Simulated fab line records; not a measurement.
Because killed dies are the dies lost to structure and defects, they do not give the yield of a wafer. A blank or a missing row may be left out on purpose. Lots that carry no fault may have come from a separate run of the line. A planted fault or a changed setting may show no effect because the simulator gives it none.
fab line records | flow nand_harc
record: lots: 5 | wafers: 15 | last_day: 24
route steps=1159 shown P_STI@107 P_GATE@110 END@1159
lots that met no fault: taken from a fault-free run of the same line
start_h: hours from the record's opening day to when the first of the lot's shown wafers began | wait_h: time in hours since the lot's previous step | " as in the row above | L1.1+2: a row that stands for several wafers | - value missing, or start not given | * or withheld: withheld | < > ~ a bound
route shown NAME@n: NAME is a module with steps in the file, n the number in the route of the first one | usual: mean/standard deviation taken from wafers without a fault | same: alike in all rows | chamber/n: place in a boat | sites: readings site by site | _std_site: how widely they spread, as a standard deviation | _edge_site: mean of outer sites minus mean of inner sites | radius_mm: how far each site lies from the wafer's centre | mask NAME#n: copy n | behind: the tool/chamber that last shaped the wafer | hold: why the lot was held/for how many hours/how that ended | device: which transistor (n, p or np) failed to switch | end of line: at the end of the route, the tests of the same wafers | step lacking rows: just its recipe | killed: the dies lost at the first sort to structure and to defects; this is not the yield of the wafer | map: the dies of a wafer, with x for killed, . for not killed, _ for no die there
set.NAME: the setting the step ran with; set.NAME@STEP: the setting that earlier step ran with | model.NAME: the simulator's own value behind a step, which no gauge read
lots at selected steps of the route; one table per step, one row per wafer
services: from which hour (start_h, from the record's first day; less than 0 if before it) a tool's chamber was out of use, for how many hours, and why
== steps ==
step: NHARC_P_STI_SRD_39
step: NHARC_P_STI_OXIDE_40
recipe: target_thk_a: 100 | temp_c: 900 | ox_time_s: 1362 | material: SiO2
step: NHARC_P_STI_INSPECT_25
usual: raw_defect_count: 226/110
lot.wafer | tool              | chamber | start_h | wait_h | raw_defect_count
L871.1    | defect_inspect-02 | -       | 71.15   | 0.4    | 167
L871.2    | "                 | -       | "       | "      | 204
L871.6    | "                 | -       | "       | "      | 176
L872.3    | defect_inspect-01 | -       | 71.15   | 0.4    | 231
L872.4    | "                 | -       | "       | "      | 273
L872.5    | "                 | -       | "       | "      | 176
L881.1    | defect_inspect-02 | -       | 143.55  | 0.4    | 151
L881.2    | "                 | -       | "       | "      | 161
L881.6    | "                 | -       | "       | "      | 141
L886.1    | defect_inspect-01 | -       | 165.75  | 0.4    | 120
L886.3    | "                 | -       | "       | "      | 131
L886.5    | "                 | -       | "       | "      | 216
L893.3    | defect_inspect-01 | -       | 195.78  | 0.4    | 326
L893.4    | "                 | -       | "       | "      | 288
L893.6    | "                 | -       | "       | "      | 252
step: NHARC_P_GATE_ETCH_69
recipe: target_depth_a: 140 | chemistry: dHF | material: SiO2
step: NHARC_P_GATE_PRECLEAN_70
recipe: time_s: * | temp_c: 50 | bath_age_min: 0 | chemistry: SC1
step: NHARC_P_GATE_SRD_01
step: NHARC_P_GATE_OXIDE_02
recipe: target_thk_a: 375 | temp_c: 950 | p_h2o_torr: 720 | ox_time_s: 365 | material: SiO2
step: NHARC_P_GATE_DEHYDRATE_03
recipe: temp_c: 150 | time_s: 120
step: NHARC_P_GATE_HMDS_04
recipe: time_s: 30
step: NHARC_P_GATE_COAT_05
recipe: spin_rpm: 4690
step: NHARC_P_GATE_SOFTBAKE_06
recipe: temp_c: 122 | time_s: 95
step: NHARC_P_GATE_EBR_07
step: NHARC_P_GATE_EXPOSE_08
recipe: na: 0.6 | dose_mj: 16.75 | mask_id: P_HV
usual: reticle_temp_C: 23.02/0.12
lot.wafer | tool           | chamber | start_h | wait_h | mask     | reticle_temp_C
L871.1    | krf_scanner-04 | 0       | 79.30   | -      | P_HV#0   | 23.13
L871.2    | "              | 0       | "       | "      | P_HV#0   | 23.09
L871.6    | "              | 0       | "       | "      | P_HV#0   | 22.93
L872.3    | krf_scanner-03 | 0       | 79.47   | -      | P_HVPW#0 | 23.03
L872.4    | "              | 0       | "       | "      | P_HVPW#0 | 23.03
L872.5    | "              | 0       | "       | "      | P_HVPW#0 | 23.10
L881.1    | krf_scanner-03 | 0       | 151.59  | -      | P_HV#0   | 23.23
L881.2    | "              | 0       | "       | "      | P_HV#0   | 22.87
L881.6    | "              | 0       | "       | "      | P_HV#0   | 23.07
L886.1    | krf_scanner-04 | 0       | 173.86  | -      | P_HV#0   | 23.22
L886.3    | "              | 0       | "       | "      | P_HV#0   | 23.05
L886.5    | "              | 0       | "       | "      | P_HV#0   | 23.19
L893.3    | krf_scanner-04 | 0       | 204.08  | -      | P_HV#0   | 23.07
L893.4    | "              | 0       | "       | "      | P_HV#0   | 23.11
L893.6    | "              | 0       | "       | "      | P_HV#0   | 23.11
step: NHARC_P_GATE_PEB_09
recipe: peb_temp_c: 118 | peb_time_s: 85
step: NHARC_P_GATE_DEVELOP_10
recipe: time_s: 70
step: NHARC_P_GATE_CD_MEAS_11
recipe: target_cd_nm: 1640 | landing_energy_ev: 500
usual: cd_nm: 1639.4/1.8
lot.wafer | tool      | chamber | start_h | wait_h | cd_nm
L871.1    | cd_sem-01 | 0       | 79.45   | -      | 1643.1
L871.2    | "         | 0       | "       | "      | 1639.5
L871.6    | "         | 0       | "       | "      | 1642.6
L872.3    | cd_sem-01 | 0       | 79.62   | -      | -
L872.4    | "         | 0       | "       | "      | -
L872.5    | "         | 0       | "       | "      | -
L881.1    | cd_sem-02 | 0       | 151.76  | -      | 1640.5
L881.2    | "         | 0       | "       | "      | 1636.8
L881.6    | "         | 0       | "       | "      | 1640.6
L886.1    | cd_sem-03 | 0       | 174.02  | -      | 1640.4
L886.3    | "         | 0       | "       | "      | 1637.7
L886.5    | "         | 0       | "       | "      | 1641.7
L893.3    | cd_sem-03 | 0       | 204.23  | -      | 1638.7
L893.4    | "         | 0       | "       | "      | 1640.3
L893.6    | "         | 0       | "       | "      | 1639.3
step: NHARC_P_GATE_HARDBAKE_12
recipe: temp_c: 125 | time_s: 80
step: NHARC_END_SORT_01
recipe: temp_c: 25
usual: killed_at_array: 27/11 | killed_at_other: 0.6/0.89 | killed_at_periphery: 3.0/2.4 | killed_dies: 31/12 | killed_open: 3.2/1.6 | killed_short: 2.0/1.5
same: gross_dies: 677
lot.wafer | tool      | chamber | start_h | wait_h | killed_at_array | killed_at_other | killed_at_periphery | killed_dies | killed_open | killed_short
L872.3    | prober-01 | 0       | 450.61  | 3.1    | 25              | 2               | 650                 | 677         | 3           | 2
L872.4    | prober-01 | 0       | 451.41  | 3.4    | 22              | 1               | 654                 | 677         | 4           | 2
L872.5    | prober-01 | 0       | 452.20  | 3.7    | 17              | 3               | 657                 | 677         | 4           | 2
killed by level:class
L872.3 P_GATE:area_expose=649 A_SLIT:chamber_film_flake=6 A_STAIRCASE:chamber_film_flake=5 A_CONTACT:chamber_film_flake=5 A_CHANNEL_HOLE_D1:chamber_film_flake=4 A_SGD_CUT:geometric_particle:short=2 HYBRID_BOND:chamber_film_flake=2 P_M0:geometric_particle:open=1
L872.4 P_GATE:area_expose=653 A_SLIT:chamber_film_flake=10 A_CHANNEL_HOLE_D1:chamber_film_flake=3 A_STAIRCASE:chamber_film_flake=2 P_M0:geometric_particle:open=1 A_SOURCE_PLATE:geometric_particle:open=1 A_ONON_D1:geometric_particle:open=1 A_CHANNEL_FILL_D1:geometric_particle:short=1
L872.5 P_GATE:area_expose=655 A_SLIT:chamber_film_flake=7 A_STAIRCASE:chamber_film_flake=3 HYBRID_BOND:chamber_film_flake=3 A_CONTACT:chamber_film_flake=2 P_CONTACT:geometric_particle:open=1 A_WL_FILL:geometric_particle:open=1 A_CONTACT:geometric_particle:open=1
map L872.3 (x killed, . not)
____________x____________
_________xxxxxxx_________
_______xxxxxxxxxxx_______
______xxxxxxxxxxxxx______
_____xxxxxxxxxxxxxxx_____
____xxxxxxxxxxxxxxxxx____
____xxxxxxxxxxxxxxxxx____
___xxxxxxxxxxxxxxxxxxx___
___xxxxxxxxxxxxxxxxxxx___
__xxxxxxxxxxxxxxxxxxxxx__
__xxxxxxxxxxxxxxxxxxxxx__
_xxxxxxxxxxxxxxxxxxxxxxx_
_xxxxxxxxxxxxxxxxxxxxxxx_
_xxxxxxxxxxxxxxxxxxxxxxx_
_xxxxxxxxxxxxxxxxxxxxxxx_
_xxxxxxxxxxxxxxxxxxxxxxx_
xxxxxxxxxxxxxxxxxxxxxxxxx
xxxxxxxxxxxxxxxxxxxxxxxxx
xxxxxxxxxxxxxxxxxxxxxxxxx
xxxxxxxxxxxxxxxxxxxxxxxxx
xxxxxxxxxxxxxxxxxxxxxxxxx
_xxxxxxxxxxxxxxxxxxxxxxx_
_xxxxxxxxxxxxxxxxxxxxxxx_
_xxxxxxxxxxxxxxxxxxxxxxx_
_xxxxxxxxxxxxxxxxxxxxxxx_
_xxxxxxxxxxxxxxxxxxxxxxx_
__xxxxxxxxxxxxxxxxxxxxx__
__xxxxxxxxxxxxxxxxxxxxx__
___xxxxxxxxxxxxxxxxxxx___
___xxxxxxxxxxxxxxxxxxx___
____xxxxxxxxxxxxxxxxx____
____xxxxxxxxxxxxxxxxx____
_____xxxxxxxxxxxxxxx_____
______xxxxxxxxxxxxx______
_______xxxxxxxxxxx_______
_________xxxxxxx_________
____________x____________
map L881.6 (x killed, . not)
____________.____________
_________......._________
_______..........._______
______.............______
_____..............._____
____.................____
____.................____
___.....x.............___
___...................___
__x....................__
__.....................__
_......................._
_...x..................._
_....................x.._
_......................._
_......................._
.........................
.........................
........x...............x
.........................
.........................
_......................._
_......................._
_......................._
_...............x......._
_..x...........x........_
__.....................__
__.....................__
___...................___
___................x..___
____...............x.____
____.......x......x.x____
_____....x.x.......x_____
______............x______
_______..........._______
_________......._________
____________.____________
== services ==
tool           | chamber | start_h | hours | kind
krf_scanner-04 | -       | 106.10  | 4.9   | repair
krf_scanner-03 | 0       | 112.18  | -     | calibration
krf_scanner-04 | -       | 126.00  | 4.0   | pm
krf_scanner-03 | -       | 127.41  | 2.0   | repair
krf_scanner-03 | -       | 168.00  | 4.0   | pm
== key ==
first_sign: step: NHARC_P_GATE_EXPOSE_08 | reading: mask | direction: changed
effect: step: NHARC_P_GATE_CD_MEAS_11 | reading: cd_nm | direction: missing
effect: step: NHARC_END_SORT_01 | reading: killed_at_periphery | direction: up | sigmas: 99+ | usual: 3.0 | struck: 653.7
more_kills_born_at: NHARC_P_GATE_EXPOSE_08@krf_scanner-03: 1957
met_at NHARC_P_GATE_EXPOSE_08
struck_wafers L872.3,L872.4,L872.5
later_rows_left_out L872.3,L872.4,L872.5
tester_left_out L872
fault: kind: wrong_mask | tool: any | chamber: - | onset_h: 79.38 | steps: NHARC_P_GATE_EXPOSE_08 | aux_copy: P_HVPW#0 | scope: struck_lots_only
tester_left_out: of these lots the tester's yield and bins aren't shown, on N5 and GAA mostly nor the transistor test; their killed dies are dies lost to structure and defects alone, not to doping, threshold or leakage, so they don't give the yield
later_rows_left_out: the simulator's readings of these wafers behind a module that went badly wrong aren't trusted and aren't shown, but for the sort
